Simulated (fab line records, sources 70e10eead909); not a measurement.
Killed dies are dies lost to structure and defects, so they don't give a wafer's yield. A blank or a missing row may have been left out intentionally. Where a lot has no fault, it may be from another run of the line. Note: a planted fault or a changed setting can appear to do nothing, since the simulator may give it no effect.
fab line records | flow nand-harc
[record] lots = 11 | wafers = 33 | last-day = 33
route steps=1302 shown P_BONDPAD@372 A_ZERO_WELL@403 A_SOURCE_PLATE@418
lots with no fault: from the same line, run without faults
start-h: the number of hours between the record's first day and the start of the first shown wafer of the lot | wait-h: how many hours have passed since the lot's step before this one | " same as the row above | L1.1+2: a row that stands for several wafers | - no value present, or no start provided | * or withheld: withheld | < > ~ a bound
route shown NAME@n: NAME is a module with steps in the file, n the number in the route of the first one | usual: the fault-free wafers' mean and standard deviation | same: alike in all rows | chamber/n: place in a boat | sites: per-site readings | _std_site: how widely they spread, as a standard deviation | _edge_site: inner sites' mean taken away from outer sites' mean | radius-mm: for every site, how far away it sits from the centre of the wafer | mask NAME#n: copy n | behind: the tool/chamber that last shaped the wafer | hold: reason for holding the lot/hours on hold/outcome of the hold | device: the n, p or np transistor that did not switch | end of line: the same wafers' tests at the end of the route | for a step that has no rows: nothing shown but its recipe | killed: count of dies lost to structure and defects at first sort (not the wafer's yield) | map: the dies of a wafer, with x for killed, . for not killed, _ for no die there
set.NAME: setting as actually run; set.NAME@STEP: the setting as run at that earlier step | model.NAME: the simulator's own value behind a step, which no gauge read
steps of the route over a sample of lots; a table a step, a row a wafer
services: from which hour (start-h, from the record's first day; less than 0 if before it) a tool's chamber was out of use, for how many hours, and why
[[steps]]
[step NHARC_P_BONDPAD_ETCH_24]
[recipe] target-depth-a = 300 | over-etch-frac = 0.3 | time-s = 72.99 | ion-energy-ev = 150 | cf4-flow-sccm = 50 | n2-flow-sccm = 100 | ar-flow-sccm = 150 | rf-w = 300 | bias-w = 100 | chemistry = CF4/N2
[usual] drypump-motor-current-A = 5.9/0.32 | oes-product-au = 1.001/0.0084 | rf-vpp-V = 314.1/2.5 | showerhead-plenum-p-Torr = 2.63/0.14 | throttle-valve-pct = 19.793/0.0089
lot.wafer | tool        | chamber | start-h | wait-h | drypump-motor-current-A | oes-product-au | rf-hours-counter-h | rf-vpp-V | showerhead-plenum-p-Torr | throttle-valve-pct
L299.1    | rie-diel-08 | 3       | -       | -      | 5.6                     | 0.997          | 2.0                | 311.5    | 2.50                     | 19.791
L299.4    | "           | 1       | "       | "      | 5.8                     | 1.007          | 2.0                | 312.1    | 2.53                     | 19.789
L299.5    | "           | 2       | "       | "      | 5.3                     | 1.010          | -                  | 314.4    | 2.75                     | 19.788
L300.4    | rie-diel-08 | 1       | -       | -      | 5.8                     | 0.981          | 2.1                | 312.2    | 2.53                     | 19.791
L300.1    | "           | 2       | "       | "      | 5.3                     | 1.018          | 2.2                | 317.5    | 2.75                     | 19.788
L300.5    | "           | 0       | "       | "      | 5.9                     | 1.010          | -                  | 312.5    | 2.49                     | 19.780
L301.1    | rie-diel-02 | 1       | -       | -      | 6.1                     | 0.994          | 6.0                | 317.0    | 2.80                     | 19.786
L301.3    | "           | 2       | "       | "      | 6.1                     | 0.996          | 6.6                | 317.4    | 2.80                     | 19.798
L301.5    | "           | 0       | "       | "      | 6.0                     | 0.999          | -                  | 310.1    | 2.45                     | 19.800
L303.4    | rie-diel-08 | 2       | -       | -      | 5.3                     | 1.009          | 2.7                | 315.4    | 2.75                     | 19.801
L303.3    | "           | 3       | "       | "      | 5.6                     | 1.001          | 2.9                | 311.0    | 2.50                     | 19.790
L303.2    | "           | 0       | "       | "      | 5.9                     | 1.010          | 3.0                | 311.5    | 2.49                     | 19.811
L304.4    | rie-diel-02 | 3       | -       | -      | 6.0                     | 1.006          | 7.6                | 316.0    | 2.77                     | 19.796
L304.1    | "           | 1       | "       | "      | 6.1                     | 0.994          | 6.7                | 318.2    | 2.80                     | 19.770
L304.6    | "           | 2       | "       | "      | 6.1                     | 1.009          | -                  | 316.8    | 2.80                     | 19.806
L315.3    | rie-diel-04 | 1       | -       | -      | 5.8                     | 0.993          | 7.2                | 313.6    | 2.65                     | 19.792
L315.2    | "           | 0       | "       | "      | 5.3                     | 1.003          | 8.2                | 318.6    | 2.80                     | 19.780
L315.6    | "           | 2       | "       | "      | 6.8                     | 0.993          | -                  | 311.9    | 2.47                     | 19.793
L316.3    | rie-diel-02 | 1       | 305.62  | 0.1    | 6.0                     | 0.997          | 5.6                | 318.3    | 2.80                     | 19.805
L316.2    | "           | 3       | "       | "      | 5.9                     | 0.998          | 5.1                | 318.0    | 2.77                     | 19.787
L316.6    | "           | 1       | "       | "      | 6.0                     | 0.988          | -                  | 317.3    | 2.80                     | 19.791
L317.3    | rie-diel-08 | 2       | -       | -      | 5.3                     | 1.014          | 2.6                | 317.0    | 2.75                     | 19.782
L317.5    | "           | 2       | "       | "      | 5.3                     | 1.010          | -                  | 316.0    | 2.75                     | 19.781
L317.6    | "           | 3       | "       | "      | 5.6                     | 1.004          | -                  | 314.0    | 2.50                     | 19.795
L318.4    | rie-diel-02 | 1       | -       | -      | 6.0                     | 1.000          | 6.0                | 315.9    | 2.80                     | 19.792
L318.1    | "           | 3       | "       | "      | 5.9                     | 1.000          | 5.4                | 315.2    | 2.77                     | 19.789
L318.5    | "           | 1       | "       | "      | 6.0                     | 0.993          | -                  | 317.5    | 2.80                     | 19.798
L321.1    | rie-diel-08 | 2       | -       | -      | 5.3                     | 1.007          | 3.9                | 316.1    | 2.75                     | 19.797
L321.2    | "           | 3       | "       | "      | 5.6                     | 1.001          | 4.1                | 310.9    | 2.50                     | 19.792
L321.6    | "           | 0       | "       | "      | 5.9                     | 1.008          | -                  | 311.4    | 2.49                     | 19.806
L322.1    | rie-diel-04 | 1       | 370.09  | 0.2    | 5.8                     | 0.998          | 0.3                | 315.5    | 2.65                     | 19.787
L322.3    | "           | 1       | "       | "      | 5.8                     | 0.998          | -                  | 315.6    | 2.65                     | 19.799
L322.5    | "           | 0       | "       | "      | 5.4                     | 1.005          | -                  | 317.1    | 2.80                     | 19.795
[step NHARC_A_ZERO_WELL_DESCUM_12]
[recipe] time-s = 3 | o2-flow-sccm = 200 | ar-flow-sccm = 0 | bias-power-w = 0 | chemistry = O2
[usual] drypump-motor-current-A = 5.7/0.43 | oes-product-au = 1.004/0.011 | rf-vpp-V = 57.7/0.84 | showerhead-plenum-p-Torr = 1.92/0.082 | throttle-valve-pct = 11.310/0.009
lot.wafer | tool        | chamber | start-h | wait-h | drypump-motor-current-A | oes-product-au | rf-hours-counter-h | rf-vpp-V | showerhead-plenum-p-Torr | throttle-valve-pct
L299.4    | rie-diel-03 | 2       | 142.20  | -      | 5.8                     | 1.002          | 1                  | 58.5     | 2.01                     | 11.315
L299.1    | "           | 1       | "       | "      | 6.1                     | 1.003          | 1                  | 56.7     | 1.98                     | 11.312
L299.5    | "           | 2       | "       | "      | 5.8                     | 1.009          | -                  | 57.6     | 2.01                     | 11.322
L300.4    | rie-diel-03 | 0       | 154.69  | -      | 5.5                     | 0.999          | 2                  | 57.2     | 1.83                     | 11.311
L300.1    | "           | 1       | "       | "      | 6.1                     | 0.995          | 2                  | 58.5     | 1.98                     | 11.314
L300.5    | "           | 3       | "       | "      | 5.1                     | 1.005          | -                  | 57.7     | 1.93                     | 11.301
L301.3    | rie-diel-03 | 0       | 162.58  | -      | 5.5                     | 1.017          | 2                  | 57.8     | 1.83                     | 11.309
L301.1    | "           | 2       | "       | "      | 5.8                     | 1.006          | 2                  | 57.6     | 2.01                     | 11.306
L301.5    | "           | 0       | "       | "      | 5.5                     | 1.014          | -                  | 56.4     | 1.83                     | 11.312
L303.3    | rie-diel-03 | 0       | 178.71  | -      | 5.5                     | 1.011          | 4                  | 56.5     | 1.83                     | 11.309
L303.2    | "           | 2       | "       | "      | 5.8                     | 1.000          | 3                  | 58.3     | 2.01                     | 11.321
L303.4    | "           | 3       | "       | "      | 5.1                     | 1.019          | -                  | 57.2     | 1.93                     | 11.314
L304.1    | rie-diel-05 | 0       | 185.14  | -      | 6.1                     | 0.993          | 24                 | 57.9     | 2.04                     | 11.298
L304.4    | "           | 1       | "       | "      | 5.8                     | 0.996          | 24                 | 58.5     | 1.80                     | 11.296
L304.6    | "           | 0       | "       | "      | 6.1                     | 0.996          | -                  | 57.5     | 2.04                     | 11.315
L315.2    | rie-diel-05 | 0       | 308.26  | -      | 6.1                     | 0.992          | 7                  | 58.4     | 2.04                     | 11.299
L315.3    | "           | 1       | "       | "      | 5.8                     | 0.999          | 9                  | 58.7     | 1.80                     | 11.321
L315.6    | "           | 0       | "       | "      | 6.1                     | 0.991          | -                  | 58.1     | 2.04                     | 11.296
L316.3    | rie-diel-05 | 1       | 309.21  | -      | 5.8                     | 1.003          | 9                  | 56.9     | 1.80                     | 11.316
L316.2    | "           | 3       | "       | "      | 5.4                     | 1.028          | 12                 | 59.0     | 1.82                     | 11.329
L316.6    | "           | 1       | "       | "      | 5.9                     | 1.018          | -                  | 56.4     | 1.80                     | 11.311
L317.3    | rie-diel-03 | 3       | 315.88  | -      | 5.1                     | 0.998          | 1                  | 58.2     | 1.92                     | 11.307
L317.6    | "           | 1       | "       | "      | 6.1                     | 1.007          | -                  | 58.9     | 1.98                     | 11.299
L317.5    | "           | 2       | "       | "      | 5.9                     | 1.010          | -                  | 58.5     | 2.01                     | 11.307
L318.1    | rie-diel-03 | 1       | 323.97  | -      | 6.1                     | 1.006          | 1                  | 57.7     | 1.98                     | 11.322
L318.4    | "           | 2       | "       | "      | 5.9                     | 1.013          | 1                  | 58.2     | 2.01                     | 11.299
L318.5    | "           | 0       | "       | "      | 5.5                     | 1.005          | -                  | 58.8     | 1.83                     | 11.315
L321.2    | rie-diel-03 | 1       | 359.65  | -      | 6.1                     | 1.000          | 3                  | 58.0     | 1.98                     | 11.316
L321.1    | "           | 2       | "       | "      | 5.9                     | 1.009          | 3                  | 59.2     | 2.00                     | 11.313
L321.6    | "           | 0       | "       | "      | 5.5                     | 1.003          | -                  | 56.9     | 1.83                     | 11.294
L322.1    | rie-diel-06 | 0       | 373.71  | -      | 6.3                     | 1.021          | 18                 | 57.9     | 1.95                     | 11.306
L322.3    | "           | 2       | "       | "      | 4.6                     | 1.015          | 18                 | 57.9     | 1.95                     | 11.292
L322.5    | "           | 3       | "       | "      | 5.3                     | 1.011          | -                  | 59.1     | 1.89                     | 11.327
[step NHARC_A_ZERO_WELL_RTA_16]
[recipe] temp-c = 1000 | time-s = 10
[usual] lamp-power-pct = 33.4/0.7 | wafer_temp_C_max = 1004.6/2
lot.wafer | tool          | chamber | start-h | wait-h | lamp-power-pct | wafer_temp_C_max
L299.1    | rtp-anneal-01 | 0       | 143.34  | -      | 34.2           | 1002.0
L299.4    | "             | 0       | "       | "      | 34.2           | 1001.6
L299.5    | "             | 0       | "       | "      | 34.2           | 1002.1
L300.1    | rtp-anneal-01 | 0       | 155.88  | -      | 34.2           | 1002.9
L300.4    | "             | 0       | "       | "      | 34.2           | 1002.7
L300.5    | "             | 0       | "       | "      | 34.2           | 1002.6
L301.1    | rtp-anneal-02 | 0       | 163.67  | -      | 32.8           | 1006.4
L301.3    | "             | 0       | "       | "      | 32.8           | 1006.0
L301.5    | "             | 0       | "       | "      | 32.8           | 1005.3
L303.2    | rtp-anneal-02 | 0       | 179.89  | -      | 32.8           | 1004.3
L303.3    | "             | 0       | "       | "      | 32.8           | 1006.4
L303.4    | "             | 0       | "       | "      | 32.8           | 1006.9
L304.1    | rtp-anneal-02 | 0       | 186.25  | -      | 32.8           | 1005.6
L304.4    | "             | 0       | "       | "      | 32.8           | 1006.0
L304.6    | "             | 0       | "       | "      | 32.8           | 1006.0
L315.2    | rtp-anneal-02 | 0       | 309.39  | -      | 32.9           | 1004.8
L315.3    | "             | 0       | "       | "      | 32.7           | 1005.8
L315.6    | "             | 0       | "       | "      | 32.7           | 1006.9
L316.2    | rtp-anneal-02 | 0       | 310.37  | -      | 32.8           | 1006.4
L316.3    | "             | 0       | "       | "      | 32.8           | 1005.4
L316.6    | "             | 0       | "       | "      | 32.8           | 1006.9
L317.3    | rtp-anneal-02 | 0       | 317.02  | -      | 32.8           | 1006.1
L317.5    | "             | 0       | "       | "      | 32.8           | 1006.5
L317.6    | "             | 0       | "       | "      | 32.8           | 1006.0
L318.1    | rtp-anneal-01 | 0       | 325.06  | -      | 34.2           | 1002.4
L318.4    | "             | 0       | "       | "      | 34.1           | 1002.2
L318.5    | "             | 0       | "       | "      | 34.2           | 1001.9
L321.1    | rtp-anneal-01 | 0       | 360.78  | -      | 34.2           | 1003.2
L321.2    | "             | 0       | "       | "      | 34.2           | 1001.6
L321.6    | "             | 0       | "       | "      | 34.2           | 1002.7
L322.1    | rtp-anneal-02 | 0       | 374.81  | -      | 32.8           | 1006.1
L322.3    | "             | 0       | "       | "      | 32.8           | 1006.3
L322.5    | "             | 0       | "       | "      | 32.8           | 1005.7
[step NHARC_A_SOURCE_PLATE_CVD_03]
[recipe] target-thk-a = 2000 | temp-c = 620 | pressure-mtorr = 200 | time-s = 4000 | material = poly-Si
[usual] spike-tc-bottom-C = 640/3 | spike-tc-centre-C = 619.7/0.92 | spike-tc-lower-C = 619.7/1.3 | spike-tc-top-C = 642.4/1.1 | spike-tc-upper-C = 620.4/1.2 | tube-center-temp-C = 620/0.06
lot.wafer | tool          | chamber | start-h | wait-h | spike-tc-bottom-C | spike-tc-centre-C | spike-tc-lower-C | spike-tc-top-C | spike-tc-upper-C | tube-center-temp-C
L299.1    | lpcvd-poly-04 | 0       | 154.42  | -      | 643               | 620.6             | 619.5            | 641.5          | 619.7            | 620.03
L299.4    | "             | 0       | "       | "      | 644               | 619.3             | 619.6            | 643.1          | 620.5            | 620.08
L299.5    | "             | 0       | "       | "      | 643               | 619.6             | 619.2            | 641.4          | 620.1            | 620
L300.1    | lpcvd-poly-03 | 0       | 165.42  | -      | 637               | 620.2             | 619.4            | 643.3          | 619.9            | 620.06
L300.4    | "             | 0       | "       | "      | 636               | 617.5             | 620.0            | 641.4          | 622.0            | 620.03
L300.5    | "             | 0       | "       | "      | 636               | 619.0             | 619.0            | 641.9          | 618.1            | 620.01
L301.1    | lpcvd-poly-02 | 0       | 174.85  | -      | 636               | 621.0             | 622.2            | 642.1          | 620.3            | 619.8
L301.3    | "             | 0       | "       | "      | 637               | 619.3             | 620.7            | 643.1          | 619.8            | 620.01
L301.5    | "             | 0       | "       | "      | 637               | 620.1             | 620.1            | 644.3          | 618.6            | 619.99
L303.2    | lpcvd-poly-02 | 0       | 189.93  | -      | 638               | 619.0             | 622.3            | 643.0          | 618.8            | 620.03
L303.3    | "             | 0       | "       | "      | 639               | 621.3             | 623.3            | 642.2          | 620.7            | 619.95
L303.4    | "             | 0       | "       | "      | 637               | 620.5             | 620.8            | 643.1          | 621.1            | 619.96
L304.1    | lpcvd-poly-04 | 0       | 197.50  | -      | 659               | 635.7             | 633.6            | 655.6          | 632.9            | 634.04
L304.4    | "             | 0       | "       | "      | 656               | 634.0             | 633.9            | 655.8          | 635.1            | 633.9
L304.6    | "             | 0       | "       | "      | 657               | 632.7             | 631.0            | 655.4          | 632.9            | 633.99
L315.2    | lpcvd-poly-04 | 0       | 319.21  | -      | 644               | 620.1             | 619.6            | 641.5          | 619.8            | 619.99
L315.3    | "             | 0       | "       | "      | 643               | 620.2             | 618.7            | 643.9          | 620.3            | 619.95
L315.6    | "             | 0       | "       | "      | 642               | 618.6             | 619.9            | 640.7          | 619.9            | 619.93
L316.2    | lpcvd-poly-04 | 0       | 319.21  | -      | 644               | 619.9             | 617.4            | 640.2          | 619.2            | 620.03
L316.3    | "             | 0       | "       | "      | 644               | 619.8             | 617.5            | 641.8          | 618.2            | 619.96
L316.6    | "             | 0       | "       | "      | 645               | 616.8             | 619.4            | 643.3          | 618.9            | 619.9
L317.3    | lpcvd-poly-04 | 0       | 326.53  | -      | 644               | 619.8             | 617.9            | 643.7          | 620.8            | 619.95
L317.5    | "             | 0       | "       | "      | 642               | 618.8             | 619.1            | 642.7          | 618.7            | 620.07
L317.6    | "             | 0       | "       | "      | 643               | 619.8             | 619.6            | 641.6          | 618.6            | 620
L318.1    | lpcvd-poly-04 | 0       | 335.16  | -      | 642               | 618.8             | 619.0            | 643.1          | 619.8            | 620.02
L318.4    | "             | 0       | "       | "      | 642               | 620.7             | 620.5            | 643.1          | 618.5            | 620.02
L318.5    | "             | 0       | "       | "      | 645               | 620.0             | 620.6            | 643.3          | 617.2            | 620.01
L321.1    | lpcvd-poly-03 | 0       | 370.82  | -      | 639               | 619.9             | 619.3            | 643.5          | 620.8            | 620.06
L321.2    | "             | 0       | "       | "      | 638               | 619.0             | 617.7            | 641.1          | 621.3            | 620
L321.6    | "             | 0       | "       | "      | 638               | 619.3             | 620.1            | 642.4          | 620.4            | 620.04
L322.1    | lpcvd-poly-04 | 0       | 384.88  | -      | 642               | 620.1             | 620.0            | 642.5          | 620.2            | 620
L322.3    | "             | 0       | "       | "      | 646               | 620.4             | 619.4            | 642.4          | 619.3            | 620.01
L322.5    | "             | 0       | "       | "      | 644               | 620.5             | 617.2            | 642.5          | 618.6            | 619.94
[step NHARC_A_SOURCE_PLATE_THK_MEAS_06]
[recipe] thk-meas-gauge = ellipsometry
[usual] thk-nm = 200.2/2.1
lot.wafer | tool          | chamber | start-h | wait-h | hold                     | thk-nm
L299.1    | film-metro-01 | -       | 164.85  | 0.4    | -                        | 202.2
L299.4    | "             | -       | "       | "      | -                        | 204.3
L299.5    | "             | -       | "       | "      | -                        | 201.3
L300.1    | film-metro-02 | -       | 175.37  | 0.4    | -                        | 196.6
L300.4    | "             | -       | "       | "      | -                        | 198.4
L300.5    | "             | -       | "       | "      | -                        | 198.6
L301.1    | film-metro-01 | -       | 184.78  | 0.4    | -                        | 201.9
L301.3    | "             | -       | "       | "      | -                        | 200.7
L301.5    | "             | -       | "       | "      | -                        | 202.1
L303.2    | film-metro-02 | -       | 201.19  | 0.4    | -                        | 200.6
L303.3    | "             | -       | "       | "      | -                        | 200.9
L303.4    | "             | -       | "       | "      | -                        | 202.3
L304.1    | film-metro-02 | -       | 210.01  | 0.4    | await-dispo/0.2h/release | 275.1
L304.4    | "             | -       | "       | "      | await-dispo/0.2h/release | 275.5
L304.6    | "             | -       | "       | "      | await-dispo/0.2h/release | 273.9
L304.1    | film-metro-02 | -       | 210.18  | 0.2    | -                        | 275.4
L304.4    | "             | -       | "       | "      | -                        | 273.8
L304.6    | "             | -       | "       | "      | -                        | 273.7
L316.2    | film-metro-02 | -       | 329.52  | 0.4    | -                        | 200.1
L316.3    | "             | -       | "       | "      | -                        | 201.8
L316.6    | "             | -       | "       | "      | -                        | 201.7
L315.2    | film-metro-01 | -       | 329.52  | 0.4    | -                        | 201.2
L315.3    | "             | -       | "       | "      | -                        | 202.8
L315.6    | "             | -       | "       | "      | -                        | 204.3
L317.3    | film-metro-02 | -       | 336.95  | 0.4    | -                        | 197.7
L317.5    | "             | -       | "       | "      | -                        | 199.2
L317.6    | "             | -       | "       | "      | -                        | 200.3
L318.1    | film-metro-02 | -       | 345.85  | 0.4    | -                        | 200.4
L318.4    | "             | -       | "       | "      | -                        | 203.2
L318.5    | "             | -       | "       | "      | -                        | 202.6
L321.1    | film-metro-01 | -       | 381.10  | 0.4    | -                        | 197.3
L321.2    | "             | -       | "       | "      | -                        | 193.3
L321.6    | "             | -       | "       | "      | -                        | 196.6
L322.1    | film-metro-02 | -       | 395.23  | 0.4    | -                        | 196.0
L322.3    | "             | -       | "       | "      | -                        | 198.9
L322.5    | "             | -       | "       | "      | -                        | 199.2
[[services]]
tool          | chamber | start-h | hours | kind
rie-diel-08   | 1       | 142.64  | 3.8   | repair
rie-diel-02   | 1       | 143.71  | 3.4   | repair
rie-diel-05   | 0       | 146.10  | 8.2   | repair
rie-diel-03   | 1       | 172.09  | 12.8  | repair
rie-diel-02   | -       | 179.42  | 0.3   | repair
rie-diel-02   | -       | 179.89  | 1.2   | repair
rie-diel-03   | 3       | 181.40  | 4.3   | repair
rie-diel-08   | -       | 190.85  | 9.0   | pm
rie-diel-02   | 1       | 191.94  | 19.9  | repair
rie-diel-08   | 2       | 201.55  | 8.5   | repair
rie-diel-05   | 0       | 205.14  | 4.6   | repair
lpcvd-poly-04 | -       | 214.94  | 1.2   | repair
rie-diel-02   | -       | 216.70  | 9.0   | pm
rie-diel-05   | 2       | 225.40  | 7.5   | repair
rie-diel-02   | 3       | 228.39  | 6.1   | repair
rie-diel-05   | -       | 229.65  | 9.0   | pm
rie-diel-03   | 3       | 254.93  | 8.4   | repair
rie-diel-03   | -       | 281.30  | 9.0   | pm
rie-diel-08   | 2       | 283.40  | 3.6   | repair
rie-diel-03   | 3       | 333.76  | 23.0  | repair
rie-diel-03   | 3       | 358.08  | 4.2   | repair
rie-diel-08   | -       | 367.85  | 9.0   | pm
rtp-anneal-01 | -       | 372.00  | 12.0  | pm
rie-diel-03   | 2       | 378.04  | 8.3   | repair
[[key]]
[first-sign] step = NHARC_A_SOURCE_PLATE_CVD_03 | reading = tube-center-temp-C | direction = up | sigmas = 99+ | usual = * | struck = *
[effect] step = NHARC_A_SOURCE_PLATE_CVD_03 | reading = spike-tc-centre-C | direction = up | sigmas = 16 | usual = 619.7 | struck = 634.1
[effect] step = NHARC_A_SOURCE_PLATE_THK_MEAS_06 | reading = visit | direction = added
[effect] step = NHARC_A_SOURCE_PLATE_THK_MEAS_06 | reading = thk-nm | direction = up | sigmas = 35 | usual = 200.2 | struck = 274.9
met-at NHARC_A_SOURCE_PLATE_CVD_03
struck-lots L304
tester-left-out L304
not-acting-at NHARC_P_BONDPAD_ETCH_24,NHARC_A_ZERO_WELL_DESCUM_12,NHARC_A_ZERO_WELL_RTA_16
onset-between 154.42 197.50
[fault] kind = process-parameter-drift | tool = lpcvd-poly-04 | chamber = - | onset-h = 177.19 | steps = NHARC_P_GATE_CVD_17,NHARC_A_SOURCE_PLATE_CVD_03,NHARC_A_CHANNEL_FILL_D1_CVD_18,NHARC_A_CHANNEL_FILL_D1_CVD_05,NHARC_A_CHANNEL_FILL_D1_CVD_09,NHARC_A_DECK1_JOINT_CVD_12,NHARC_A_CHANNEL_FILL_D2_CVD_18,NHARC_A_CHANNEL_FILL_D2_CVD_05,+2 | channel = temp-c | offset = * | shape = step | end-h = 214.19
// tester-left-out: of these lots the tester's yield and bins aren't shown, on N5 and GAA mostly nor the transistor test; their killed dies are dies lost to structure and defects alone, not to doping, threshold or leakage, so they don't give the yield
